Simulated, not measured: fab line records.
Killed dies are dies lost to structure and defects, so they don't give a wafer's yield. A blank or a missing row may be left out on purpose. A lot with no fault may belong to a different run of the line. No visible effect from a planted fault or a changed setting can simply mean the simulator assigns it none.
Struck lot and sound lot, side by side    flow nand_harc    14 steps out of a route of 1159
Sound: the wafers L569.1, L569.3, L569.5. Struck: wafers L574.2, L574.5, L574.6. At the end, the cause is stated.
Each step with rows lists, per side, the tool, then ch with its chambers, then its first start. Under that, the readings that differ: sound wafers    struck wafers    difference of the means    sigmas: that difference in standard deviations of wafers without a fault.
alike: words and numbers the same on both sides, and readings whose means are apart by under 2 such deviations; not compared: readings that were withheld, readings missing a value for some wafer, numbers with overlapping values and no deviation given by the record, and bounds like >300 which may hide the same value.
Wherever a step has rows on one side only, a row that says differs or no value, or a row with sigmas, the two part there. When numbers do not overlap yet have no deviation, they are printed without sigmas and do not part them. A reading that every wafer of one side lacks parts them only if that side has two wafers or more.

NHARC_P_M1_PRE_CLEAN_30: time 30 s.
  sound on pvd_sputter-03; struck on pvd_sputter-02
  alike: heater_power_w
NHARC_P_M1_PVD_20: deposits TaN, target thk 5 nm, time 8.06 s.
  sound on pvd_sputter-03; struck on pvd_sputter-02
  alike: cathode_dc_power_W, throttle_valve_pct
NHARC_P_M1_PVD_21: deposits Cu, target thk 30 nm, time 20.49 s.
  sound on pvd_sputter-03; struck on pvd_sputter-02
  alike: cathode_dc_power_W, throttle_valve_pct
then, 1 step without rows for these wafers: NHARC_P_M1_ECD_22 (material Cu, target thk 400 nm).
NHARC_P_M1_ANNEAL_31: time 90 s.
  sound on rtp_anneal-01 ch 0, day 6 19:40; struck on rtp_anneal-02 ch 0, day 8 06:31
reading           sound                 struck                difference  sigmas
wafer_temp_C_max  226.09 226.35 226.21  225.69 225.61 225.46  -0.63       -3
then, 1 step without rows for these wafers: NHARC_P_M1_CMP_23 (polishes, t overpolish 20 s, target thk 157.82 nm).
NHARC_P_M1_THK_MEAS_24: measures by xrf.
  sound on film_metro-01, day 6 20:19; struck on film_metro-01, day 8 07:07
  alike: thk_nm
following that, these wafers have no rows for 1 step: NHARC_P_M1_SRD_25.
NHARC_P_M1_INSPECT_27:
  sound on defect_inspect-01, day 6 20:29; struck on defect_inspect-02, day 8 07:16
  alike: raw_defect_count
then, 1 step without rows for these wafers: NHARC_P_M1_PRE_CLEAN_32 (time 12 s).
NHARC_P_M1_DEP_33: deposits SiCN, target thk 30 nm.
  sound on pecvd-04 ch 0,1, day 6 20:38; struck on pecvd-02 ch 0,2, day 8 07:29
  alike: heater_power_w
NHARC_P_M2_DEP_00: deposits SiOC, target thk 182.5 nm.
  sound on pecvd-04 ch 0,1,2, day 6 21:01; struck on pecvd-02 ch 0,2, day 8 08:43
then, 1 step without rows for these wafers: NHARC_P_M2_DEHYDRATE_01 (time 120 s).
-- break in the record here, with 13 days between the starts of the struck wafers on either side (left off in module P_M2, picked up again in module END, where the first step shown is number 1159 on the route) --
NHARC_END_SORT_01:
  sound on prober-02 ch 0, day 20 16:38; struck on prober-02 ch 0, day 21 17:34
reading                   sound           struck          difference  sigmas
defect_limited_yield (%)  96.3 95.4 94.4  0 0 0           -95         -73
killed_at_periphery       0 5 1           646 651 650     +647        +99 or more
killed_dies               25 31 38        677 677 677     +646        +73
sort_bin_2_pct (%)        0.9 1.8 1.2     96.3 96.5 97.0  +95.3       +99 or more
sort_n_pass               652 646 639     0 0 0           -646        -73
sort_rim_yield_pct (%)    92 94 98        0 0 0           -95         -31
sort_yield_pct (%)        96.3 95.4 94.4  0 0 0           -95         -73
  alike: killed_at_array, killed_at_other, killed_open, killed_short, sort_bin_3_pct, sort_bin_4_pct

== WHERE THEY PART ==
At NHARC_P_M1_ANNEAL_31 first; at NHARC_END_SORT_01 last (within this record only).

WHY: the cause the simulator had injected
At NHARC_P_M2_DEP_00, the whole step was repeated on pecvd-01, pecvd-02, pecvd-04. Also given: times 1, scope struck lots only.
